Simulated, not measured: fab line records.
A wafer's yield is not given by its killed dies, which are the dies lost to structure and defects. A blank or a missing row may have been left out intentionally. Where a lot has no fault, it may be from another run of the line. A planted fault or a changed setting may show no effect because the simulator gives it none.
A struck lot beside a sound one    flow nand harc    13 out of 1159 route steps
Sound: these wafers, L806.1, L806.3, L806.5. The struck wafers were L799.1, L799.4, L799.5. The cause comes at the end.
For every step that has rows: the tool of each side, followed by ch and its chambers, followed by its first start. Under that, the readings that differ: sound wafers    struck wafers    difference of the means    sigmas: that difference in standard deviations of wafers without a fault.
alike: readings with means less than 2 such deviations apart, plus words and numbers identical on both sides. not compared: withheld readings, readings lacking a value on some wafer, bounds such as >300 that could conceal the same value, and numbers that have no deviation in the record and whose values overlap.
A row with sigmas, a row that says differs or no value, or rows on one side alone: a step with any of these is where the two part. Non-overlapping numbers with no deviation appear without sigmas and do not part them. A reading that every wafer of one side lacks parts them only if that side has two wafers or more.

NHARC_A_STAIRCASE_TRIM_202: chemistry O2, time 211.2 s.
  sound on rie diel-04 ch 0,1; struck on rie diel-02 ch 1,2,3
reading                          sound           struck          difference  sigmas
showerhead plenum p Torr (Torr)  3.69 3.56 3.69  3.27 3.33 3.37  -0.32       -2
  alike: chamber pressure mTorr, drypump motor current A, mfc ar sccm, oes product au, rf vpp V, throttle valve pct
  not compared: rf hours counter h
NHARC_A_STAIRCASE_ETCH_203: etches the open film in C4F8/O2, target depth 100 nm, time 40.5 s.
  sound on rie diel-04 ch 1,2; struck on rie diel-02 ch 0,1
reading                sound              struck             difference  sigmas
oes product au (a.u.)  0.970 0.957 0.971  0.936 0.932 0.928  -0.034      -2
  alike: chamber pressure mTorr, rf vpp V
  not compared: rf hours counter h
NHARC_A_STAIRCASE_STRIP_205: strips in O2.
  sound on plasma asher-02 ch 0,1, day 15 02:25; struck on plasma asher-01 ch 0,1, day 13 09:16
  alike: drypump motor current A, heater power w, temp c
  not compared: rf hours counter h
then, 8 steps without rows for these wafers: NHARC_A_STAIRCASE_STRIP_206 (strips in SPM, time 900 s); NHARC_A_STAIRCASE_PRECLEAN_207 (cleans in SC1); NHARC_A_STAIRCASE_SRD_208; NHARC_A_STAIRCASE_DEHYDRATE_209 (time 120 s); NHARC_A_STAIRCASE_HMDS_210 (time 30 s); NHARC_A_STAIRCASE_COAT_211; NHARC_A_STAIRCASE_SOFTBAKE_212 (time 170 s); NHARC_A_STAIRCASE_EBR_213.
NHARC_A_STAIRCASE_EXPOSE_214: exposes mask STAIR 3.
  sound on krf scanner-01 ch 0, day 15 03:33; struck on krf scanner-03, day 13 10:22
  no value came back on the struck wafers for exposure dose mJ cm2, focus offset nm (nm); on the sound wafers exposure dose mJ cm2 reads 31.27 31.27 31.25
  alike: mask
then, 1 step without rows for these wafers: NHARC_A_STAIRCASE_PEB_215 (peb time 130 s).

WHERE THEY PART
At NHARC_A_STAIRCASE_TRIM_202 first; at NHARC_A_STAIRCASE_EXPOSE_214 last (within this record only).

WHY: what had been put in by the simulator
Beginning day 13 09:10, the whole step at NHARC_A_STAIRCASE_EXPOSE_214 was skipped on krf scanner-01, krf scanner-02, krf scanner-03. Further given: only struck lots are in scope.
